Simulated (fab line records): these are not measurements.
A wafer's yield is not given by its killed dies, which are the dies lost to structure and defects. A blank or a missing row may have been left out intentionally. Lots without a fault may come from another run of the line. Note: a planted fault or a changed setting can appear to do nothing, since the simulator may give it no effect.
Which tool did it?    flow n5 finfet    63 wafers from 21 lots sampled at 4 of the route's 1938 steps

== WHAT THE GAUGES SHOWED, per wafer ==
N5_MOL_CONTACT_COAG_THK_MEAS_53. Usual: for VIA_MOL_THK the level is 43.9 nm and the standard deviation is 0.64.
lot   measured      on             VIA_MOL_THK (nm)  flag
L075  day 5 18:26   film metro-02  44.7 44.0 45.6    
L076  day 5 18:41   film metro-02  43.7 44.1 44.9    
L077  day 5 22:19   film metro-02  43.5 43.5 44.0    
L078  day 6 06:20   film metro-01  43.9 43.8 44.5    
L079  day 6 12:19   film metro-01  43.5 43.7 44.2    
L080  day 6 17:30   film metro-02  43.6 44.2 43.8    
L081  day 7 00:35   film metro-01  43.2 43.1 43.8    
L082  day 7 04:13   film metro-01  43.7 44.5 45.1    
L083  day 7 12:38   film metro-01  43.8 43.8 44.3    
L084  day 8 02:32   film metro-02  43.7 44.0 43.1    
L085  day 8 03:07   film metro-02  44.1 42.9 44.8    
L086  day 8 07:53   film metro-01  43.7 44.0 43.7    
L087  day 8 11:39   film metro-02  44.0 43.2 43.3    
L088  day 8 14:56   film metro-02  43.5 44.0 44.2    
L089  day 9 02:16   film metro-02  43.1 43.0 43.5    
L092  day 9 16:59   film metro-01  43.3 43.4 44.7    
L093  day 9 23:25   film metro-02  43.2 43.8 43.9    
L095  day 10 12:07  film metro-01  42.4 42.9 43.2    
L094  day 10 14:50  film metro-02  43.5 43.8 43.7    
L096  day 10 18:22  film metro-02  43.5 44.8 44.8    
L097  day 10 21:48  film metro-02  43.1 44.0 44.2    

N5_BEOL_M0_SAQP_OVL_MEAS_41. Usual: for M0_CUT1_OVL the level is -0.1 nm and the standard deviation is 0.71.
lot   measured      on          M0_CUT1_OVL (nm)  flag
L075  day 6 03:23   overlay-01  0.4 -0.2 0.5      
L076  day 6 07:02   overlay-01  0.8 1.0 0.5       
L077  day 6 10:16   overlay-01  0.0 0.6 -0.4      
L078  day 6 15:09   overlay-02  -0.1 0.2 -0.2     
L079  day 6 22:31   overlay-01  -1.8 -1.3 -0.6    
L080  day 7 03:31   overlay-02  -1.9 -1.9 -1.6    
L081  day 7 10:35   overlay-02  -0.3 -0.4 -0.7    
L082  day 7 13:25   overlay-01  0.6 0.4 -0.1      
L083  day 7 21:51   overlay-02  0.0 0.8 0.7       
L084  day 8 11:02   overlay-01  -0.4 0.8 -0.4     
L085  day 8 17:51   overlay-02  0.3 1.3 0.4       
L086  day 8 18:23   overlay-02  -0.6 0.3 -0.1     
L087  day 8 23:02   overlay-01  -0.3 0.3 0.5      
L088  day 9 02:07   overlay-01  0.2 0.2 0.5       
L089  day 9 11:20   overlay-02  0.4 0.3 1.1       
L092  day 10 05:10  overlay-02  0.2 -1.0 -0.2     
L093  day 10 07:55  overlay-01  0.0 0.0 0.5       
L095  day 10 20:56  overlay-02  0.1 -1.3 -0.2     
L094  day 11 01:02  overlay-02  -0.5 -0.1 -1.1    
L096  day 11 05:25  overlay-01  1.2 0.3 0.5       
L097  day 11 07:25  overlay-01  0.0 -1.0 -1.0     

== WHICH TOOL RAN EACH LOT (tool, then ch and the chambers of the sampled wafers, then the start) ==
lot   N5_MOL_CONTACT_COAG_VIA_ETCH_117    N5_BEOL_M0_SAQP_ETCH_83
L075  rie diel-01 ch 1,2,3, day 5 17:19   rie diel-03 ch 0,1,2, day 5 23:31
L076  rie diel-02 ch 0,1,3, day 5 17:35   rie diel-03 ch 0,1,2, day 6 02:40
L077  rie diel-06 ch 0,2, day 5 21:10     rie diel-04 ch 0,1,2, day 6 06:34
L078  rie diel-02 ch 0,1,2, day 6 05:13   rie diel-05 ch 0,2, day 6 10:53
L079  rie diel-02 ch 0,1,3, day 6 11:13   rie diel-03 ch 0,1,2, day 6 18:21
L080  rie diel-02 ch 0,1,2, day 6 16:25   rie diel-03 ch 0,3, day 6 23:46
L081  rie diel-02 ch 1,2,3, day 6 23:29   rie diel-03 ch 2,3, day 7 06:33
L082  rie diel-02 ch 2,3, day 7 03:07     rie diel-03 ch 0,1,2, day 7 09:46
L083  rie diel-06 ch 0,3, day 7 11:32     rie diel-03 ch 1,3, day 7 17:47
L084  rie diel-02 ch 0,1,2, day 8 01:26   rie diel-04 ch 0,1,3, day 8 06:59
L085  rie diel-02 ch 0,2, day 8 02:01     rie diel-04 ch 1,3, day 8 13:30
L086  rie diel-06 ch 0,3, day 8 06:46     rie diel-05 ch 0,1, day 8 14:05
L087  rie diel-02 ch 0,1,3, day 8 10:33   rie diel-04 ch 0,1, day 8 16:04
L088  rie diel-06 ch 2,3, day 8 13:50     rie diel-05 ch 0,2,3, day 8 20:57
L089  rie diel-02 ch 0,1,3, day 9 01:10   rie diel-05 ch 0,2,3, day 9 06:50
L092  rie diel-02 ch 1,2,3, day 9 15:53   rie diel-03 ch 1,3, day 9 23:52
L093  rie diel-02 ch 0,2,3, day 9 22:19   rie diel-04 ch 0,2,3, day 10 03:56
L095  rie diel-02 ch 0,1,2, day 10 11:01  rie diel-05 ch 0,2,3, day 10 16:37
L094  rie diel-01 ch 1,3, day 10 13:45    rie diel-03 ch 0,3, day 10 20:41
L096  rie diel-02 ch 0,3, day 10 17:17    rie diel-05 ch 0,3, day 11 01:05
L097  rie diel-02 ch 0,1,3, day 10 20:43  rie diel-05 ch 0,1,3, day 11 03:20
- N5_MOL_CONTACT_COAG_VIA_ETCH_117: etches SiO2 in C4F6/O2, target depth 40 nm, overetch 8 nm, time 26 s.
- N5_BEOL_M0_SAQP_ETCH_83: etches SiARC in CF4, target depth 39 nm, time 65 s.

== AS READ BY THE TOOLS THEMSELVES (means over the sampled wafers that have a number; for cases with no such wafer, the mark the record gives instead) ==
N5_MOL_CONTACT_COAG_VIA_ETCH_117. Usual: drypump motor current A 5.8 A, standard deviation 0.42; oes product au 0.74 a.u., standard deviation 0.073; rf vpp V 1569 V, standard deviation 30; showerhead plenum p Torr 2.86 Torr, standard deviation 0.11; throttle valve pct 41.2 %, standard deviation 0.46.
lot   tool         drypump motor current A (A)  oes product au (a.u.)  rf vpp V (V)  showerhead plenum p Torr (Torr)  throttle valve pct (%)  flag
L075  rie diel-01  5.5                          0.70                   1599          2.82                             41.7                    
L076  rie diel-02  6.0                          0.72                   1552          2.87                             41.2                    
L077  rie diel-06  5.6                          0.69                   1548          2.97                             41.3                    
L078  rie diel-02  5.9                          0.80                   1574          2.91                             41.3                    
L079  rie diel-02  6.0                          0.71                   1552          2.87                             41.2                    
L080  rie diel-02  5.9                          0.78                   1574          2.91                             41.3                    
L081  rie diel-02  6.1                          0.71                   1576          2.82                             41.1                    
L082  rie diel-02  5.9                          0.75                   1604          2.88                             41.2                    
L083  rie diel-06  5.6                          0.72                   1564          2.85                             41.1                    
L084  rie diel-02  5.9                          0.77                   1574          2.90                             41.3                    
L085  rie diel-02  5.7                          0.79                   1602          2.95                             41.4                    
L086  rie diel-06  5.6                          0.72                   1564          2.85                             41.1                    
L087  rie diel-02  6.0                          0.79                   1552          2.86                             41.3                    
L088  rie diel-06  5.6                          0.68                   1549          2.81                             41.4                    
L089  rie diel-02  6.0                          0.77                   1551          2.86                             41.2                    
L092  rie diel-02  6.1                          0.76                   1575          2.82                             41.1                    
L093  rie diel-02  5.8                          0.79                   1579          2.91                             41.4                    
L095  rie diel-02  5.9                          0.73                   1572          2.89                             41.3                    
L094  rie diel-01  5.1                          0.69                   1602          2.74                             41.9                    
L096  rie diel-02  5.9                          0.80                   1557          2.86                             41.4                    
L097  rie diel-02  6.0                          0.74                   1550          2.85                             41.3                    

N5_BEOL_M0_SAQP_ETCH_83. Usual: cf4 flow sccm is 100.03 sccm with standard deviation 0.3, drypump motor current A is 5.84 A with standard deviation 0.23, etch rf on time s is 64.9 s with standard deviation 0.91, oes product au is 0.65 a.u. with standard deviation 0.061, rf vpp V is 183.8 V with standard deviation 1.2, showerhead plenum p Torr is 2.12 Torr with standard deviation 0.075, and throttle valve pct is 15.73 % with standard deviation 0.2.
lot   tool         cf4 flow sccm (sccm)  drypump motor current A (A)  etch rf on time s (s)  oes product au (a.u.)  rf vpp V (V)  showerhead plenum p Torr (Torr)  throttle valve pct (%)  flag
L075  rie diel-03  99.95                 5.87                         65.2                   0.65                   183.6         2.14                             15.75                   
L076  rie diel-03  100.06                5.85                         65.2                   0.65                   184.2         2.14                             15.75                   
L077  rie diel-04  100.12                5.72                         64.2                   0.65                   182.9         2.06                             15.57                   
L078  rie diel-05  100.10                5.81                         64.0                   0.66                   184.4         2.17                             15.89                   
L079  rie diel-03  100.08                5.84                         64.4                   0.65                   184.4         2.14                             15.75                   
L080  rie diel-03  100.19                5.95                         64.7                   0.60                   183.8         2.06                             15.77                   
L081  rie diel-03  100.01                5.76                         64.3                   0.61                   183.0         2.09                             15.72                   
L082  rie diel-03  99.84                 5.84                         65.5                   0.64                   183.7         2.14                             15.77                   
L083  rie diel-03  100.28                5.73                         63.9                   0.61                   183.1         2.04                             15.74                   
L084  rie diel-04  100.02                5.93                         64.8                   0.66                   184.0         2.09                             15.66                   
L085  rie diel-04  99.99                 6.14                         65.5                   0.66                   183.0         2.12                             15.71                   
L086  rie diel-05  100.19                5.77                         65.5                   0.59                   183.2         2.12                             15.95                   
L087  rie diel-04  100.30                5.66                         65.0                   0.65                   183.6         2.07                             15.59                   
L088  rie diel-05  99.91                 5.88                         65.5                   0.65                   183.9         2.15                             15.84                   
L089  rie diel-05  100.38                5.87                         64.4                   0.66                   185.5         2.15                             15.85                   
L092  rie diel-03  100.21                5.65                         64.2                   0.69                   184.7         2.13                             15.62                   
L093  rie diel-04  100.11                5.78                         65.9                   0.67                   184.2         2.15                             15.67                   
L095  rie diel-05  100.10                5.87                         64.8                   0.64                   183.4         2.14                             15.87                   
L094  rie diel-03  100.07                6.11                         64.0                   0.68                   184.5         2.17                             15.67                   
L096  rie diel-05  100.21                5.94                         65.7                   0.61                   183.1         2.07                             15.92                   
L097  rie diel-05  99.81                 5.83                         65.7                   0.67                   183.5         2.09                             15.74                   

== THE ANSWER, worked out from the rows above alone ==
Rule: a lot counts as off when the mean over its wafers that have a number is more than 3 standard deviations away from the usual mean. A lot without any number at a reading at which 4 lots or more have one is off too. The other lots that the step has rows for count as sound. After the gauges, taken in route order, come the tools' own readings; for these a lot's mean is taken, as printed above. The first step at which some lot is off is used, and at that step the reading that is off furthest; a lot without a number counts as furthest.
None of the lots is off at any reading shown; this tells nothing.

== WHAT THE SIMULATOR HAD INSERTED ==
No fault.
